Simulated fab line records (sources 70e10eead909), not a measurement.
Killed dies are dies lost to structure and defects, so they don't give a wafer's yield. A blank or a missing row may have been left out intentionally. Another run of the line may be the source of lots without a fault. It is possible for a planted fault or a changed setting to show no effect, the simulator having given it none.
A struck lot beside a sound one / flow nand harc / 14 out of 1302 route steps
Sound: wafers L160.1, L160.3, L160.6. Wafers L153.1, L153.2, L153.3 were the ones struck. The cause is named last.
At each step with rows: each side's tool, then ch and its chambers, then its first start. Under that, the readings that differ: sound wafers / struck wafers / difference of the means / sigmas: that difference in standard deviations of wafers without a fault.
alike: readings with means less than 2 such deviations apart, plus words and numbers identical on both sides. not compared: withheld readings, readings lacking a value on some wafer, bounds such as >300 that could conceal the same value, and numbers that have no deviation in the record and whose values overlap.
The two part at a step that has a row with sigmas, a row that says differs or no value, or rows on one side only. Numbers that don't overlap but have no deviation are shown without sigmas and don't part them. A reading that every wafer of one side lacks parts them only if that side has two wafers or more.

first, 3 steps without rows for these wafers: NHARC_A_STAIRCASE_STRIP_317 (strips in SPM, time 900 s); NHARC_A_STAIRCASE_PRECLEAN_318 (cleans in SC1); NHARC_A_STAIRCASE_SRD_329.
NHARC_A_STAIRCASE_ALD_415: deposits SiO2, target thk 30 nm, pulse time 6 s, ald cycles 300.
  sound on ald hk-04 ch 1,2,3, day 23 00:40; struck on ald hk-04 ch 0,2,3, day 19 21:44
  alike: heater power w, precursor pulse height rel
NHARC_A_STAIRCASE_ETCHBACK_416: etches the open film in C4F8/O2/Ar, target depth 36 nm, time 7.2 s.
  sound on rie diel-08 ch 0,1; struck on rie diel-03 ch 1,2,3
  alike: oes product au, rf vpp V
  not compared: rf hours counter h
NHARC_A_STAIRCASE_STRIP_476: strips in O2, time 20 s.
  sound on rie diel-08 ch 2,3, day 23 02:45; struck on rie diel-03 ch 0,1,3, day 19 23:53
  alike: drypump motor current A, mfc ar sccm, oes product au, rf vpp V, showerhead plenum p Torr, throttle valve pct
  not compared: rf hours counter h
NHARC_A_STAIRCASE_DEP_417: deposits Si3N4, target thk 60 nm.
  sound on pecvd-01 ch 0,1, day 23 02:50; struck on pecvd-01 ch 0,1,2, day 19 23:59
  alike: heater power w
then, 3 steps without rows for these wafers: NHARC_A_STAIRCASE_WET_418 (chemistry H3PO4, target depth 20 nm); NHARC_A_STAIRCASE_PRECLEAN_419 (cleans in SC1); NHARC_A_STAIRCASE_SRD_421.
NHARC_A_STAIRCASE_ALD_420: deposits SiO2, target thk 20 nm, pulse time 6 s, ald cycles 200.
  sound on ald hk-01 ch 0,2, day 23 05:34; struck on ald hk-03 ch 0,1,2, day 20 02:41
  alike: heater power w, precursor pulse height rel
NHARC_A_STAIRCASE_CVD_552: deposits SiNx, target thk 40 nm.
  sound on lpcvd-01 ch 0, day 23 10:15; struck on lpcvd-01 ch 1, day 20 12:05
  alike: spike tc lower C, zone power centre pct, zone power upper pct
then, 1 step without rows for these wafers: NHARC_A_STAIRCASE_DEP_151 (deposits SiO2, target thk 7200 nm).
-- record jumps: 7 days between struck wafers' starts before vs after; left off in module A_STAIRCASE, resumes in module END, first step shown is number 1302 of the route --
NHARC_END_SORT_01:
  at this point the record logs the struck wafers (prober-02 ch 0, day 27 06:40) and has no rows for the sound ones

## WHERE THEY PART
Within this record, at NHARC_END_SORT_01 only.

WHY: the cause the simulator had injected
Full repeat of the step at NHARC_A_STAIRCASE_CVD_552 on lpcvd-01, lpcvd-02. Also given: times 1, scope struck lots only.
